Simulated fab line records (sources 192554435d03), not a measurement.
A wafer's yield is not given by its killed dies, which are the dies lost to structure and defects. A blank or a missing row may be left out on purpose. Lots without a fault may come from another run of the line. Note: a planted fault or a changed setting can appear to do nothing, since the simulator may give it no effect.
Chamber matching -- flow n5_finfet -- N5_BEOL_M0_PRE_CLEAN_131 on cvd_co-01: 3 sister chambers
The step time 15 s. 6 wafers are shown with their chamber, then 7 later ones without.

WAFERS PAIRED WITH THEIR CHAMBERS
wafer,chamber,heater_power_w (W)
L088.5,2,84
L092.1,1,62
L092.2,2,83
L092.5,0,85
L095.1,0,82
L095.3,1,63

WAFERS MISSING THEIR CHAMBER
wafer,heater_power_w (W)
L095.6,64
L096.2,86
L096.5,85
L096.6,65
L097.1,63
L097.4,85
L097.6,64

CHAMBER TAKEN BY EACH
wafer,from the rows above,in truth
L095.6,1,1
L096.2,can't be placed: 0 or 2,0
L096.5,can't be placed: 0 or 2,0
L096.6,1,1
L097.1,1,1
L097.4,can't be placed: 0 or 2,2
L097.6,1,1
Correct placement for 4 of the 7. These rows do not allow placing 3 (true chamber among the candidates in 3). Wrongly placed: 0.
How it was worked out, from the rows above alone: a wafer's distance from a chamber is the root of the sum, over the readings, of the square of ((its reading less the chamber's mean) divided by the reading's scatter). The wafer belongs to the nearest chamber; if the next one is less than 2 further off, it can't be placed. The mean given for a chamber averages the wafers shown for that chamber. The scatter is the square root of a quotient: the sum, over the shown wafers, of each reading's squared deviation from its chamber's mean, divided by wafers minus chambers.
